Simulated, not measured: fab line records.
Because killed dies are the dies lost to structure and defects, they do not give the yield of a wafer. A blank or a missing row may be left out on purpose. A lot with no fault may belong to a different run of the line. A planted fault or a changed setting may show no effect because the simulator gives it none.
Split-lot trial :: flow n5-finfet :: 39 wafers read from 7 lots, route of 1938 steps

## SPLIT DETAILS
At N5_BEOL_M6_ALD_77 (deposits TaN, target thk 2 nm, pulse time 2 s, purge time 3 s), the setting ald-cycles was moved away from the recipe's 40 on 9 of the 39 wafers read, by -30.0% to +20.0%. For the rest of the wafers, this setting stayed at what the recipe calls for.

The reading is taken at the split's own step.

## THE READING
TaN_of_BEOL_M6_ALD_77.thk-nm (the simulator's own value, which no gauge read), in nm, at N5_BEOL_M6_ALD_77 (deposits TaN, target thk 2 nm, pulse time 2 s, purge time 3 s). The file does not state a usual value for it.

wafer: L074.1
tool, chamber at the split: ald-metal-04, 0,3,2,3,0,2
ald-cycles as run: 40
against the recipe: recipe
TaN_of_BEOL_M6_ALD_77.thk-nm, nm: 2
against lot-mates on the recipe: -

wafer: L074.2
tool, chamber at the split: ald-metal-04, 0,3,2,3,0,2
ald-cycles as run: 40
against the recipe: recipe
TaN_of_BEOL_M6_ALD_77.thk-nm, nm: 2
against lot-mates on the recipe: -

wafer: L074.3
tool, chamber at the split: ald-metal-04, 0,3,2,3,0,2
ald-cycles as run: 40
against the recipe: recipe
TaN_of_BEOL_M6_ALD_77.thk-nm, nm: 2
against lot-mates on the recipe: -

wafer: L074.4
tool, chamber at the split: ald-metal-04, 0,3,2,3,0,2
ald-cycles as run: 40
against the recipe: recipe
TaN_of_BEOL_M6_ALD_77.thk-nm, nm: 2
against lot-mates on the recipe: -

wafer: L074.5
tool, chamber at the split: ald-metal-04, 0,3,2,3,0,2
ald-cycles as run: 40
against the recipe: recipe
TaN_of_BEOL_M6_ALD_77.thk-nm, nm: 2
against lot-mates on the recipe: -

wafer: L074.6
tool, chamber at the split: ald-metal-04, 0,3,2,3,0,2
ald-cycles as run: 40
against the recipe: recipe
TaN_of_BEOL_M6_ALD_77.thk-nm, nm: 2
against lot-mates on the recipe: -

wafer: L075.1
tool, chamber at the split: ald-metal-02, 2,0,3
ald-cycles as run: 30
against the recipe: -25.0%
TaN_of_BEOL_M6_ALD_77.thk-nm, nm: 1.6
against lot-mates on the recipe: -0.4

wafer: L075.4
tool, chamber at the split: ald-metal-02, 2,0,3
ald-cycles as run: 30
against the recipe: -25.0%
TaN_of_BEOL_M6_ALD_77.thk-nm, nm: 1.6
against lot-mates on the recipe: -0.4

wafer: L075.6
tool, chamber at the split: ald-metal-02, 2,0,3
ald-cycles as run: 30
against the recipe: -25.0%
TaN_of_BEOL_M6_ALD_77.thk-nm, nm: 1.6
against lot-mates on the recipe: -0.4

wafer: L075.2
tool, chamber at the split: ald-metal-02, 3,1,2
ald-cycles as run: 40
against the recipe: recipe
TaN_of_BEOL_M6_ALD_77.thk-nm, nm: 2
against lot-mates on the recipe: -

wafer: L075.3
tool, chamber at the split: ald-metal-02, 3,1,2
ald-cycles as run: 40
against the recipe: recipe
TaN_of_BEOL_M6_ALD_77.thk-nm, nm: 2
against lot-mates on the recipe: -

wafer: L075.5
tool, chamber at the split: ald-metal-02, 3,1,2
ald-cycles as run: 40
against the recipe: recipe
TaN_of_BEOL_M6_ALD_77.thk-nm, nm: 2
against lot-mates on the recipe: -

wafer: L081.1
tool, chamber at the split: ald-metal-02, 0,3,2
ald-cycles as run: 40
against the recipe: recipe
TaN_of_BEOL_M6_ALD_77.thk-nm, nm: 2
against lot-mates on the recipe: -

wafer: L081.2
tool, chamber at the split: ald-metal-02, 0,3,2
ald-cycles as run: 40
against the recipe: recipe
TaN_of_BEOL_M6_ALD_77.thk-nm, nm: 2
against lot-mates on the recipe: -

wafer: L081.6
tool, chamber at the split: ald-metal-02, 0,3,2
ald-cycles as run: 40
against the recipe: recipe
TaN_of_BEOL_M6_ALD_77.thk-nm, nm: 2
against lot-mates on the recipe: -

wafer: L081.3
tool, chamber at the split: ald-metal-02, 2,1,3
ald-cycles as run: 48
against the recipe: +20.0%
TaN_of_BEOL_M6_ALD_77.thk-nm, nm: 2.4
against lot-mates on the recipe: +0.4

wafer: L081.4
tool, chamber at the split: ald-metal-02, 2,1,3
ald-cycles as run: 48
against the recipe: +20.0%
TaN_of_BEOL_M6_ALD_77.thk-nm, nm: 2.4
against lot-mates on the recipe: +0.4

wafer: L081.5
tool, chamber at the split: ald-metal-02, 2,1,3
ald-cycles as run: 48
against the recipe: +20.0%
TaN_of_BEOL_M6_ALD_77.thk-nm, nm: 2.4
against lot-mates on the recipe: +0.4

wafer: L086.1
tool, chamber at the split: ald-metal-02, 3,2,0
ald-cycles as run: 40
against the recipe: recipe
TaN_of_BEOL_M6_ALD_77.thk-nm, nm: 2
against lot-mates on the recipe: -

wafer: L086.3
tool, chamber at the split: ald-metal-02, 3,2,0
ald-cycles as run: 40
against the recipe: recipe
TaN_of_BEOL_M6_ALD_77.thk-nm, nm: 2
against lot-mates on the recipe: -

wafer: L086.4
tool, chamber at the split: ald-metal-02, 3,2,0
ald-cycles as run: 40
against the recipe: recipe
TaN_of_BEOL_M6_ALD_77.thk-nm, nm: 2
against lot-mates on the recipe: -

wafer: L089.1
tool, chamber at the split: ald-metal-03, 0,1,3,0,3,1
ald-cycles as run: 40
against the recipe: recipe
TaN_of_BEOL_M6_ALD_77.thk-nm, nm: 2
against lot-mates on the recipe: -

wafer: L089.2
tool, chamber at the split: ald-metal-03, 0,1,3,0,3,1
ald-cycles as run: 40
against the recipe: recipe
TaN_of_BEOL_M6_ALD_77.thk-nm, nm: 2
against lot-mates on the recipe: -

wafer: L089.3
tool, chamber at the split: ald-metal-03, 0,1,3,0,3,1
ald-cycles as run: 40
against the recipe: recipe
TaN_of_BEOL_M6_ALD_77.thk-nm, nm: 2
against lot-mates on the recipe: -

wafer: L089.4
tool, chamber at the split: ald-metal-03, 0,1,3,0,3,1
ald-cycles as run: 40
against the recipe: recipe
TaN_of_BEOL_M6_ALD_77.thk-nm, nm: 2
against lot-mates on the recipe: -

wafer: L089.5
tool, chamber at the split: ald-metal-03, 0,1,3,0,3,1
ald-cycles as run: 40
against the recipe: recipe
TaN_of_BEOL_M6_ALD_77.thk-nm, nm: 2
against lot-mates on the recipe: -

wafer: L089.6
tool, chamber at the split: ald-metal-03, 0,1,3,0,3,1
ald-cycles as run: 40
against the recipe: recipe
TaN_of_BEOL_M6_ALD_77.thk-nm, nm: 2
against lot-mates on the recipe: -

wafer: L090.1
tool, chamber at the split: ald-metal-04, 1,3,1
ald-cycles as run: 28
against the recipe: -30.0%
TaN_of_BEOL_M6_ALD_77.thk-nm, nm: 1.4
against lot-mates on the recipe: -0.6

wafer: L090.3
tool, chamber at the split: ald-metal-04, 1,3,1
ald-cycles as run: 28
against the recipe: -30.0%
TaN_of_BEOL_M6_ALD_77.thk-nm, nm: 1.4
against lot-mates on the recipe: -0.6

wafer: L090.5
tool, chamber at the split: ald-metal-04, 1,3,1
ald-cycles as run: 28
against the recipe: -30.0%
TaN_of_BEOL_M6_ALD_77.thk-nm, nm: 1.4
against lot-mates on the recipe: -0.6

wafer: L090.2
tool, chamber at the split: ald-metal-04, 2,0,0
ald-cycles as run: 40
against the recipe: recipe
TaN_of_BEOL_M6_ALD_77.thk-nm, nm: 2
against lot-mates on the recipe: -

wafer: L090.4
tool, chamber at the split: ald-metal-04, 2,0,0
ald-cycles as run: 40
against the recipe: recipe
TaN_of_BEOL_M6_ALD_77.thk-nm, nm: 2
against lot-mates on the recipe: -

wafer: L090.6
tool, chamber at the split: ald-metal-04, 2,0,0
ald-cycles as run: 40
against the recipe: recipe
TaN_of_BEOL_M6_ALD_77.thk-nm, nm: 2
against lot-mates on the recipe: -

wafer: L093.1
tool, chamber at the split: ald-metal-04, 3,0,1,2,1,2
ald-cycles as run: 40
against the recipe: recipe
TaN_of_BEOL_M6_ALD_77.thk-nm, nm: 2
against lot-mates on the recipe: -

wafer: L093.2
tool, chamber at the split: ald-metal-04, 3,0,1,2,1,2
ald-cycles as run: 40
against the recipe: recipe
TaN_of_BEOL_M6_ALD_77.thk-nm, nm: 2
against lot-mates on the recipe: -

wafer: L093.3
tool, chamber at the split: ald-metal-04, 3,0,1,2,1,2
ald-cycles as run: 40
against the recipe: recipe
TaN_of_BEOL_M6_ALD_77.thk-nm, nm: 2
against lot-mates on the recipe: -

wafer: L093.4
tool, chamber at the split: ald-metal-04, 3,0,1,2,1,2
ald-cycles as run: 40
against the recipe: recipe
TaN_of_BEOL_M6_ALD_77.thk-nm, nm: 2
against lot-mates on the recipe: -

wafer: L093.5
tool, chamber at the split: ald-metal-04, 3,0,1,2,1,2
ald-cycles as run: 40
against the recipe: recipe
TaN_of_BEOL_M6_ALD_77.thk-nm, nm: 2
against lot-mates on the recipe: -

wafer: L093.6
tool, chamber at the split: ald-metal-04, 3,0,1,2,1,2
ald-cycles as run: 40
against the recipe: recipe
TaN_of_BEOL_M6_ALD_77.thk-nm, nm: 2
against lot-mates on the recipe: -
If several chambers appear in one row, that row covers several wafers at once and the file leaves open which wafer was in which chamber.

THE FIT
A straight line over all 39 wafers: TaN_of_BEOL_M6_ALD_77.thk-nm changes by +0.0188 nm for each +1% of ald-cycles; r = +0.99; the points scatter about the line by 0.023 nm.
The same after taking each lot's own level away (the mean of its wafers on the recipe; 39 wafers): +0.0188 nm for each +1%; r = +0.99; scatter 0.023 nm.
The reading moves by 0.56 nm for the largest change in ald-cycles, on that fit.
The lots' own levels span 2.00 to 2.00 nm.
Consequently the slope shifts little with the lot-to-lot level, the two slopes agreeing.
Check: -0.551 nm against its lot-mates is what the line predicts for one of the wafers moved furthest among these (-30.0%) when that wafer is left out of the fit. Against them it came out at -0.6 nm.

## ADDITIONAL SPLITS CARRIED BY THESE WAFERS
These wafers also went through other splits before the reading. Each is held against what the fit with the lots' levels taken away leaves over:
other split on the same wafers: N5_SD_EPI_P_EPI_21 time-s
wafers away from the commonest value: 12
r with TaN_of_BEOL_M6_ALD_77.thk-nm (lot level and that fit taken away): -0.01

other split on the same wafers: N5_HKMG_FIN_ALD_72 ald-cycles
wafers away from the commonest value: 18
r with TaN_of_BEOL_M6_ALD_77.thk-nm (lot level and that fit taken away): -0.16

other split on the same wafers: N5_MOL_CONTACT_COAG_ALD_133 ald-cycles
wafers away from the commonest value: 15
r with TaN_of_BEOL_M6_ALD_77.thk-nm (lot level and that fit taken away): -0.17

other split on the same wafers: N5_BEOL_M1_ILD_DEP_00 time-s
wafers away from the commonest value: 15
r with TaN_of_BEOL_M6_ALD_77.thk-nm (lot level and that fit taken away): +0.20

other split on the same wafers: N5_BEOL_M4_ETCH_70 target-depth-a
wafers away from the commonest value: 12
r with TaN_of_BEOL_M6_ALD_77.thk-nm (lot level and that fit taken away): -0.19

## FILE'S OWN FIT
TaN_of_BEOL_M6_ALD_77.thk-nm changes by +0.0187 nm for each +1% of ald-cycles, r = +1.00.
